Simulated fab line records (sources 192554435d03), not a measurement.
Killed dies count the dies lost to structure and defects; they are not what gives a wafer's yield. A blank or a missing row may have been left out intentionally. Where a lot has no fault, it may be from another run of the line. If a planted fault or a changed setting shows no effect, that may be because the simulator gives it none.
The tool behind it: which one? ; flow n5-finfet ; 10 lots, 30 wafers sampled, at 3 steps of a route of 1938

## WHAT THE GAUGES SHOWED, per wafer
N5_BEOL_M9_INSPECT_58: inspects for defects (darkfield).
lot;measured;on;raw-defect-count
L644;day 10 02:05;defect-inspect-02;73 72 76
L648;day 10 13:35;defect-inspect-01;62 61 76
L647;day 10 17:09;defect-inspect-02;45 87 71
L650;day 11 21:44;defect-inspect-01;47 76 50
L651;day 12 03:31;defect-inspect-02;90 99 102
L654;day 13 08:38;defect-inspect-01;65 62 100
L658;day 14 04:40;defect-inspect-01;72 62 73
L659;day 14 17:34;defect-inspect-01;61 95 102
L660;day 14 22:58;defect-inspect-01;128 108 94
L665;day 15 14:46;defect-inspect-01;75 55 76

N5_BEOL_M10_THK_MEAS_01.
lot;measured;on;M10_ILD_THK (nm)
L644;day 10 02:45;film-metro-02;271 268 270
L648;day 10 14:58;film-metro-01;264 268 267
L647;day 10 17:47;film-metro-01;265 265 265
L650;day 11 22:53;film-metro-01;268 272 273
L651;day 12 04:11;film-metro-01;269 273 273
L654;day 13 09:16;film-metro-01;268 272 273
L658;day 14 05:17;film-metro-02;266 265 269
L659;day 14 18:11;film-metro-02;266 273 272
L660;day 14 23:36;film-metro-02;270 270 275
L665;day 15 15:24;film-metro-02;265 270 266

## TOOL THAT RAN EACH LOT (tool first, then ch and the chambers of the sampled wafers, then the start)
lot;N5_BEOL_M9_SPUTTER_48
L644;pvd-sputter-03, day 10 00:40
L648;pvd-sputter-01, day 10 12:37
L647;pvd-sputter-03, day 10 16:00
L650;pvd-sputter-02, day 11 20:46
L651;pvd-sputter-01, day 12 02:31
L654;pvd-sputter-03, day 13 07:34
L658;pvd-sputter-03, day 14 03:24
L659;pvd-sputter-03, day 14 16:34
L660;pvd-sputter-02, day 14 21:38
L665;pvd-sputter-03, day 15 13:30
- N5_BEOL_M9_SPUTTER_48: material Cu, target thk 12 nm, time 2 s.

## WHAT THE TOOLS THEMSELVES READ (means of the sampled wafers that have a number; where no wafer has one, the mark that the record gives instead)
N5_BEOL_M9_SPUTTER_48.
lot;tool;throttle-valve-pct (%)
L644;pvd-sputter-03;29.4
L648;pvd-sputter-01;30.1
L647;pvd-sputter-03;30.3
L650;pvd-sputter-02;29.9
L651;pvd-sputter-01;30.2
L654;pvd-sputter-03;29.0
L658;pvd-sputter-03;29.4
L659;pvd-sputter-03;31.6
L660;pvd-sputter-02;29.7
L665;pvd-sputter-03;30.7

## THE ANSWER, worked out from the rows above alone
Rule: what is usual is taken from the lots themselves. The widest of any qualifying gaps counts: lots, ordered by their means at a reading, are off when they make up no more than a third of the lots, leave a main group of 4 or more, and stand apart from it by 3 or more times the standard deviation of that group's means. If all means in a main group match to the digits the tables above print for the reading, that group is not used. Also off: a lot with no number at a reading for which 4 or more lots have one. The other lots that the step has rows for count as sound. The gauges are gone through in route order, then the tools' own readings, and for those a lot's mean is taken as printed above. At the first step where some lot is off, the reading lying furthest off is the one used; lots without a number count as furthest.
No lot is off on any of the readings shown, so nothing can be concluded from this.

## WHAT THE SIMULATOR HAD PUT IN
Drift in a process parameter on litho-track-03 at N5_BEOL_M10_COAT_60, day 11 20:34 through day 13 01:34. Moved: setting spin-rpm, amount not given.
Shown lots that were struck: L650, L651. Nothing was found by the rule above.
